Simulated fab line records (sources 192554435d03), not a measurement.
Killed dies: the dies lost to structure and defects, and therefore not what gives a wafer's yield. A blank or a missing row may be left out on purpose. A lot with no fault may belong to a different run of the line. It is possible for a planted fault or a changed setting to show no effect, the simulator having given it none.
fab line records | flow n5-finfet | part 2 of 2: steps 18 to 23 of 23
record lots=5 | wafers=15 | last-day=15
route steps=1938 shown BEOL_M0_CUTY@703 BEOL_M0@715
lots with no fault: from the same line, run without faults
start-h: start of the lot's first displayed wafer, in hours after the record's first day | wait-h: hours from the lot's prior step to this one | " the same as in the row above | L1.1+2: several wafers, shown together as one row | - value missing, or start not given | * or withheld: withheld | < > ~ a bound
route shown NAME@n: a module of which the file shows steps, and the number in the route of the first | usual: mean/standard deviation taken from wafers without a fault | same: alike in all rows | chamber/n: place in a boat | sites: the reading at each site | _std_site: standard deviation across them | _edge_site: the outer-site mean with the inner-site mean subtracted | radius-mm: how far each site lies from the wafer's centre | mask NAME#n: copy n | behind: the last tool/chamber to shape the wafer | hold: reason for holding the lot/hours on hold/outcome of the hold | device: the transistor (n, p or np) that didn't switch | end of line: the same wafers' tests at the end of the route | a step without rows: its recipe alone | killed: count of dies lost to structure and defects at first sort (not the wafer's yield) | map: a wafer's dies, marking killed ones x, the rest . and places with no die _
set.NAME: the setting as run; set.NAME@STEP: as run at that earlier step | model.NAME: the simulator's own value behind a step, which no gauge read
a table for each step, a row for each wafer; lots at some steps of the route
services: from which hour (start-h, from the record's first day; less than 0 if before it) a tool's chamber was out of use, for how many hours, and why
## steps
# step N5_BEOL_M0_ETCH_128
# recipe chemistry=CF4/N2 | target-depth-a=120 | overetch-a=51 | target=SiCN | time-s=21.4 | ion-energy-ev=150 | pressure-mtorr=40 | source-w=430 | bias-w=70 | Ar_flow_sccm=100 | cf4-flow-sccm=60 | n2-flow-sccm=60
# usual drypump-motor-current-A=5.52/0.28 | mfc-ar-sccm=99.9/0.33 | oes-product-au=0.56/0.062 | rf-vpp-V=381.5/2 | showerhead-plenum-p-Torr=2.18/0.078 | throttle-valve-pct=15.45/0.24
lot.wafer | tool        | chamber | start-h | wait-h | drypump-motor-current-A | mfc-ar-sccm | oes-product-au | rf-hours-counter-h | rf-vpp-V | showerhead-plenum-p-Torr | throttle-valve-pct
L074.1    | rie-diel-03 | 2       | 125.30  | 0.0    | 5.56                    | 99.6        | 0.51           | 166                | 378.5    | 2.03                     | 15.62
L074.3    | "           | 0       | "       | "      | 5.57                    | 99.7        | 0.56           | 73                 | 383.3    | 2.32                     | 15.69
L074.4    | "           | 3       | "       | "      | 5.80                    | 100.2       | 0.64           | 14                 | 381.7    | 2.17                     | 15.30
L076.2    | rie-diel-02 | 0       | 134.60  | 0.3    | 5.40                    | 99.3        | 0.48           | 184                | 379.8    | 2.11                     | 15.48
L076.3    | "           | 3       | "       | "      | 5.40                    | 99.6        | 0.52           | 143                | 380.5    | 2.13                     | 15.73
L076.6    | "           | 3       | "       | "      | 5.38                    | 99.8        | 0.52           | -                  | 380.3    | 2.13                     | 15.73
L078.3    | rie-diel-03 | 1       | 148.51  | 0.3    | 5.75                    | 99.4        | 0.54           | 115                | 380.3    | 2.12                     | 15.46
L078.5    | "           | 0       | "       | "      | 5.56                    | 100.5       | 0.55           | -                  | 384.8    | 2.32                     | 15.71
L078.6    | "           | 1       | "       | "      | 5.70                    | 99.1        | 0.54           | -                  | 381.1    | 2.12                     | 15.46
L082.2    | rie-diel-01 | 0       | 186.92  | 0.1    | 5.41                    | 99.8        | 0.67           | 2                  | 381.5    | 2.17                     | 15.09
L082.3    | "           | 2       | "       | "      | 5.95                    | 99.4        | 0.56           | 84                 | 383.6    | 2.22                     | 15.58
L082.6    | "           | 3       | "       | "      | 5.39                    | 99.4        | 0.51           | -                  | 383.4    | 2.20                     | 15.14
L087.2    | rie-diel-02 | 1       | 196.31  | 0.2    | 4.91                    | 99.9        | 0.67           | 3                  | 383.1    | 2.18                     | 15.13
L087.5    | "           | 0       | "       | "      | 5.44                    | 100.1       | 0.47           | -                  | 380.1    | 2.10                     | 15.53
L087.6    | "           | 3       | "       | "      | 5.34                    | 99.9        | 0.52           | -                  | 379.5    | 2.12                     | 15.77
# step N5_BEOL_M0_TRENCH_ETCH_107
# recipe chemistry=C4F6/O2 | target-depth-a=328 | target=SiOC | time-s=16.4 | ion-energy-ev=250 | pressure-mtorr=30 | source-w=355 | bias-w=185 | Ar_flow_sccm=300 | C4F6_flow_sccm=10 | O2_flow_sccm=10
# usual C4F6_flow_sccm=10.004/0.029 | drypump-motor-current-A=5.53/0.27 | mfc-ar-sccm=299.9/0.89 | oes-product-au=0.81/0.095 | rf-vpp-V=663/11 | showerhead-plenum-p-Torr=2.81/0.099 | throttle-valve-pct=20.92/0.23
lot.wafer | tool        | chamber | start-h | wait-h | C4F6_flow_sccm | drypump-motor-current-A | mfc-ar-sccm | oes-product-au | rf-hours-counter-h | rf-vpp-V | showerhead-plenum-p-Torr | throttle-valve-pct
L074.1    | rie-diel-03 | 2       | 125.34  | 0.0    | 9.958          | 5.57                    | 299.8       | 0.75           | 166                | 672      | 2.62                     | 21.04
L074.3    | "           | 0       | "       | "      | 10.036         | 5.58                    | 301.9       | 0.81           | 73                 | 665      | 2.99                     | 21.14
L074.4    | "           | 3       | "       | "      | 9.977          | 5.79                    | 300.5       | 0.93           | 14                 | 654      | 2.81                     | 20.88
L076.2    | rie-diel-02 | 0       | 134.64  | 0.0    | 10.000         | 5.46                    | 300.4       | 0.72           | 184                | 664      | 2.73                     | 20.90
L076.3    | "           | 3       | "       | "      | 9.991          | 5.36                    | 300.1       | 0.75           | 143                | 655      | 2.76                     | 21.30
L076.6    | "           | 3       | "       | "      | 10.007         | 5.37                    | 300.0       | 0.75           | -                  | 657      | 2.76                     | 21.30
L078.3    | rie-diel-03 | 1       | 148.55  | 0.0    | 9.971          | 5.68                    | 300.9       | 0.78           | 115                | 684      | 2.72                     | 20.82
L078.5    | "           | 0       | "       | "      | 9.929          | 5.60                    | 301.0       | 0.80           | -                  | 664      | 2.99                     | 21.17
L078.6    | "           | 1       | "       | "      | 9.995          | 5.69                    | 301.4       | 0.78           | -                  | 683      | 2.72                     | 20.81
L082.2    | rie-diel-01 | 0       | 186.97  | 0.0    | 9.994          | 5.44                    | 299.5       | 1.01           | 2                  | 657      | 2.80                     | 20.63
L082.3    | "           | 2       | "       | "      | 9.983          | 5.93                    | 300.5       | 0.84           | 84                 | 654      | 2.86                     | 20.99
L082.6    | "           | 3       | "       | "      | 10.016         | 5.42                    | 300.1       | 0.74           | -                  | 668      | 2.85                     | 20.60
L087.2    | rie-diel-02 | 1       | 196.35  | 0.0    | 10.055         | 4.90                    | 300.8       | 1.02           | 3                  | 677      | 2.81                     | 20.61
L087.5    | "           | 0       | "       | "      | 10.036         | 5.52                    | 300.3       | 0.70           | -                  | 661      | 2.72                     | 20.94
L087.6    | "           | 3       | "       | "      | 9.977          | 5.38                    | 300.1       | 0.74           | -                  | 656      | 2.75                     | 21.33
# step N5_BEOL_M0_STRIP_142
# recipe chemistry=N2/H2 | time-s=10 | power-w=450 | temp-c=40 | pressure-mtorr=20 | rf-frequency-hz=6e+07 | bias-power-w=7 | n2-flow-sccm=200 | h2-flow-sccm=200
# usual drypump-motor-current-A=5.53/0.27 | h2-flow-sccm=200.0/0.6 | oes-product-au=0.81/0.092 | rf-vpp-V=59.0/0.96 | showerhead-plenum-p-Torr=2.50/0.097 | throttle-valve-pct=23.7/0.31
lot.wafer | tool        | chamber | start-h | wait-h | drypump-motor-current-A | h2-flow-sccm | oes-product-au | rf-hours-counter-h | rf-vpp-V | showerhead-plenum-p-Torr | throttle-valve-pct
L074.1    | rie-diel-03 | 2       | 125.36  | 0.0    | 5.58                    | 200.1        | 0.77           | 166                | 55.8     | 2.31                     | 23.5
L074.3    | "           | 0       | "       | "      | 5.56                    | 200.4        | 0.82           | 73                 | 60.0     | 2.68                     | 24.1
L074.4    | "           | 3       | "       | "      | 5.79                    | 200.3        | 0.93           | 14                 | 58.0     | 2.49                     | 23.3
L076.2    | rie-diel-02 | 0       | 134.66  | 0.0    | 5.50                    | 200.8        | 0.71           | 184                | 60.8     | 2.42                     | 23.7
L076.3    | "           | 3       | "       | "      | 5.42                    | 200.9        | 0.75           | 143                | 58.7     | 2.43                     | 24.1
L076.6    | "           | 3       | "       | "      | 5.41                    | 200.8        | 0.76           | -                  | 59.4     | 2.43                     | 24.1
L078.3    | rie-diel-03 | 1       | 148.57  | 0.0    | 5.76                    | 199.5        | 0.77           | 115                | 58.1     | 2.43                     | 23.7
L078.5    | "           | 0       | "       | "      | 5.59                    | 199.3        | 0.81           | -                  | 59.2     | 2.68                     | 24.1
L078.6    | "           | 1       | "       | "      | 5.68                    | 200.0        | 0.77           | -                  | 58.8     | 2.43                     | 23.7
L082.2    | rie-diel-01 | 0       | 186.99  | 0.0    | 5.51                    | 200.8        | 0.99           | 2                  | 58.6     | 2.49                     | 23.3
L082.3    | "           | 2       | "       | "      | 5.92                    | 199.8        | 0.85           | 84                 | 58.9     | 2.57                     | 23.8
L082.6    | "           | 3       | "       | "      | 5.41                    | 200.0        | 0.74           | -                  | 60.8     | 2.54                     | 23.4
L087.2    | rie-diel-02 | 1       | 196.38  | 0.0    | 4.93                    | 199.5        | 1.00           | 3                  | 58.3     | 2.48                     | 23.1
L087.5    | "           | 0       | "       | "      | 5.44                    | 200.7        | 0.69           | -                  | 58.0     | 2.41                     | 23.7
L087.6    | "           | 3       | "       | "      | 5.40                    | 199.4        | 0.75           | -                  | 58.7     | 2.42                     | 24.1
# step N5_BEOL_M0_OCD_MEAS_108
# usual trench-depth-nm=33.1/0.71
lot.wafer | tool   | chamber | start-h | wait-h | trench-depth-nm
L074.1    | ocd-01 | -       | 125.44  | 0.1    | 32.4
L074.3    | "      | -       | "       | "      | 32.8
L074.4    | "      | -       | "       | "      | 33.6
L076.2    | ocd-02 | -       | 134.74  | 0.1    | 33.7
L076.3    | "      | -       | "       | "      | 32.2
L076.6    | "      | -       | "       | "      | 32.0
L078.3    | ocd-01 | -       | 148.65  | 0.1    | 32.8
L078.5    | "      | -       | "       | "      | 33.7
L078.6    | "      | -       | "       | "      | 33.3
L082.2    | ocd-01 | -       | 187.07  | 0.1    | 34.4
L082.3    | "      | -       | "       | "      | 33.7
L082.6    | "      | -       | "       | "      | 33.3
L087.2    | ocd-01 | -       | 196.46  | 0.1    | 34.0
L087.5    | "      | -       | "       | "      | 33.2
L087.6    | "      | -       | "       | "      | 31.5
# step N5_BEOL_M0_HM_STRIP_129
# recipe chemistry=peroxide-tin-strip | material=TiN | target-depth-a=170 | temp-c=50 | time-s=108
# usual bath-heat-duty-pct=7.0/0.89
lot.wafer | tool         | chamber | start-h | wait-h | bath-heat-duty-pct
L074.1    | wet-bench-01 | 0       | 125.48  | 0.0    | 5.8
L074.3    | "            | 1       | "       | "      | 7.4
L074.4    | "            | 4       | "       | "      | 5.9
L076.2    | wet-bench-03 | 6       | 134.77  | 0.0    | 6.8
L076.3    | "            | 4       | "       | "      | 6.0
L076.6    | "            | 2       | "       | "      | 6.1
L078.3    | wet-bench-01 | 0       | 148.68  | 0.0    | 6.4
L078.5    | "            | 3       | "       | "      | 6.5
L078.6    | "            | 4       | "       | "      | 6.0
L082.2    | wet-bench-03 | 1       | 187.10  | 0.0    | 7.6
L082.3    | "            | 2       | "       | "      | 5.7
L082.6    | "            | 3       | "       | "      | 8.1
L087.2    | wet-bench-05 | 6       | 196.49  | 0.0    | 7.6
L087.5    | "            | 2       | "       | "      | 8.0
L087.6    | "            | 3       | "       | "      | 8.4
# step N5_BEOL_M0_SRD_130
# recipe time-s=30 | temp-c=23 | rinse-liquid=diw | dry=ipa-marangoni
# usual bath-heat-duty-pct=3.6/0.51
lot.wafer | tool         | chamber | start-h | wait-h | bath-heat-duty-pct
L074.1    | wet-bench-01 | 0       | 125.51  | 0.0    | 3.8
L074.3    | "            | 1       | "       | "      | 3.6
L074.4    | "            | 4       | "       | "      | 4.0
L076.2    | wet-bench-03 | 6       | 134.81  | 0.0    | 3.7
L076.3    | "            | 4       | "       | "      | 3.1
L076.6    | "            | 2       | "       | "      | 3.4
L078.3    | wet-bench-01 | 0       | 148.72  | 0.0    | 3.6
L078.5    | "            | 3       | "       | "      | 4.1
L078.6    | "            | 4       | "       | "      | 3.8
L082.2    | wet-bench-03 | 1       | 187.13  | 0.0    | 4.0
L082.3    | "            | 2       | "       | "      | 2.8
L082.6    | "            | 3       | "       | "      | 4.2
L087.2    | wet-bench-05 | 6       | 196.52  | 0.0    | 4.2
L087.5    | "            | 2       | "       | "      | 3.8
L087.6    | "            | 3       | "       | "      | 4.0
## services
tool            | chamber | start-h | hours | kind
arfi-scanner-01 | -       | 98.57   | 0.8   | pm
arfi-scanner-02 | -       | 100.15  | 1.0   | pm
rie-diel-02     | 3       | 106.41  | 11.6  | repair
arfi-scanner-03 | -       | 109.54  | 1.4   | repair
arfi-scanner-01 | -       | 116.29  | 4.2   | repair
arfi-scanner-03 | -       | 122.89  | 0.8   | pm
rie-metal-02    | 0       | 126.69  | 16.4  | repair
arfi-scanner-03 | -       | 138.67  | 3.9   | pm
arfi-scanner-01 | -       | 147.95  | 1.3   | pm
rie-diel-02     | 2       | 150.55  | -     | clean
rie-diel-02     | 2       | 150.55  | -     | consumable-replace:focus-ring
rie-diel-02     | 2       | 150.55  | 17.6  | scheduled-down
rie-diel-02     | 2       | 150.55  | 17.6  | vent-cycle
rie-diel-02     | -       | 151.44  | 0.6   | repair
arfi-scanner-03 | -       | 161.99  | 4.9   | pm
rie-diel-01     | 0       | 165.02  | -     | clean
rie-diel-02     | 1       | 168.17  | -     | clean
rie-diel-02     | 1       | 168.17  | -     | consumable-replace:focus-ring
rie-diel-02     | 1       | 168.17  | 20.1  | scheduled-down
rie-diel-02     | 1       | 168.17  | 20.1  | vent-cycle
arfi-scanner-03 | -       | 172.14  | 1.3   | pm
arfi-scanner-02 | -       | 175.29  | 1.3   | pm
rie-metal-02    | 0       | 175.69  | 26.6  | repair
arfi-scanner-02 | -       | 185.37  | 1.0   | pm
